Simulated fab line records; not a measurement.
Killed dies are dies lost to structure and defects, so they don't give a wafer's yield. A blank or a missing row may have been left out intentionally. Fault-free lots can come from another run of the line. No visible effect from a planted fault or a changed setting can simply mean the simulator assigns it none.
Comparing a struck lot with a sound one ; flow nand-harc ; 21 steps out of a route of 1159
Sound: these wafers, L206.4, L206.5, L206.6. The struck wafers were L215.3, L215.5, L215.6. The cause is given at the end.
Order at every step that has rows: each side's tool, ch and its chambers, its first start. Under that, the readings that differ: sound wafers ; struck wafers ; difference of the means ; sigmas: that difference in standard deviations of wafers without a fault.
alike: readings whose means differ by less than 2 such deviations, and words and numbers that are the same on both sides. not compared: withheld readings, readings that some wafer has no value for, bounds like >300 that may hide the same value, and numbers for which the record gives no deviation and whose values overlap.
Wherever a step has rows on one side only, a row that says differs or no value, or a row with sigmas, the two part there. Numbers that have no deviation but don't overlap get no sigmas and don't part them. A reading missing from all wafers of one side parts the sides only when that side holds two or more wafers.

NHARC_P_CONTACT_CVD_23: deposits W, target thk 200 nm, time 557 s.
  sound on cvd-w-02 ch 0,1; struck on cvd-w-01 ch 0,1
  alike: heater-power-w, throttle-valve-pct
NHARC_P_CONTACT_CMP_24: polishes, t overpolish 30 s, target thk 200 nm.
  sound on cmp-03 ch 0,3, day 6 15:44; struck on cmp-04 ch 1,2,3, day 8 23:25
  alike: motor-current-A, overpolish-run-s, time-to-endpoint-s
then, 1 step without rows for these wafers: NHARC_P_CONTACT_SRD_26.
NHARC_P_CONTACT_INSPECT_27:
  struck on defect-inspect-01, day 8 23:46; sound on defect-inspect-01, day 6 16:07
  alike: raw-defect-count
then, 7 steps without rows for these wafers: NHARC_P_M0_DEP_00 (deposits SiOC, target thk 150 nm); NHARC_P_M0_DEHYDRATE_01 (time 120 s); NHARC_P_M0_HMDS_02 (time 30 s); NHARC_P_M0_COAT_33 (time 65 s); NHARC_P_M0_COAT_03 (resist thk 90 nm); NHARC_P_M0_SOFTBAKE_04 (time 55 s); NHARC_P_M0_EBR_05.
NHARC_P_M0_EXPOSE_06: exposes mask P M0, target cd 90 nm.
  sound on arfi-scanner-02 ch 0, day 6 16:49; struck on arfi-scanner-02 ch 0, day 9 00:25
reading;sound;struck;difference;sigmas
exposure-dose-mJ-cm2;81.31 81.26 81.09;61.13 61.07 61.20;-20.09;-99 or more
  alike: mask, focus-offset-nm
then, 2 steps without rows for these wafers: NHARC_P_M0_PEB_07 (peb time 65 s); NHARC_P_M0_DEVELOP_08 (develop time 35 s).
NHARC_P_M0_CD_MEAS_09: target cd 90 nm.
  sound on cd-sem-01 ch 0, day 6 16:56; struck on cd-sem-02 ch 0, day 9 00:33
reading;sound;struck;difference;sigmas
cd-nm (nm);89.2 89.3 89.2;71.9 71.5 72.5;-17.3;-34
NHARC_P_M0_OVL_MEAS_10: pitch 180 nm.
  struck on overlay-02, day 9 00:38; sound on overlay-02, day 6 17:01
  alike: overlay-x-nm, overlay-y-nm
NHARC_P_M0_INSPECT_11:
  struck on defect-inspect-01, day 9 00:40; sound on defect-inspect-02, day 6 17:04
  alike: raw-defect-count
NHARC_P_M0_DESCUM_14: chemistry O2, time 3 s.
  sound on rie-diel-04 ch 1,2,3, day 6 17:08; struck on rie-diel-10 ch 0,1,2, day 9 00:46
reading;sound;struck;difference;sigmas
model.P_M0.cd-nm (nm);89.12 89.15 89.16;72.02 71.37 72.43;-17.20;
  alike: drypump-motor-current-A, oes-product-au, rf-vpp-V, showerhead-plenum-p-Torr, throttle-valve-pct
  not compared: rf-hours-counter-h
NHARC_P_M0_ETCH_34: etches the open film in N2/H2, target depth 40 nm, overetch 12 nm, time 43.94 s.
  sound on rie-diel-04 ch 0,3, day 6 17:12; struck on rie-diel-10 ch 1,2,3, day 9 00:50
  alike: drypump-motor-current-A, oes-product-au, rf-vpp-V, showerhead-plenum-p-Torr, throttle-valve-pct
  not compared: rf-hours-counter-h
NHARC_P_M0_ETCH_15: etches the open film in C4F8/Ar, target depth 150 nm, overetch 15 nm, time 82.5 s.
  sound on rie-diel-04 ch 1,2; struck on rie-diel-10 ch 1,2
reading;sound;struck;difference;sigmas
model.P_M0.cd-nm (nm);89.09 89.38 88.88;71.92 71.13 72.6;-17.23;
  alike: oes-product-au, rf-vpp-V
  not compared: rf-hours-counter-h
NHARC_P_M0_CD_MEAS_16:
  struck on cd-sem-03, day 9 01:02; sound on cd-sem-02, day 6 17:25
reading;sound;struck;difference;sigmas
cd-nm (nm);89.4 89.4 88.9;71.7 71.5 72.5;-17.3;-29

## WHERE THEY PART
At NHARC_P_M0_EXPOSE_06 first; at NHARC_P_M0_CD_MEAS_16 last (within this record only).

WHY: the cause the simulator had injected
Drift in process parameters on arfi-scanner-02 at NHARC_P_M0_EXPOSE_06, starting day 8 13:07. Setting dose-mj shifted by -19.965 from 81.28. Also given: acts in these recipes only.
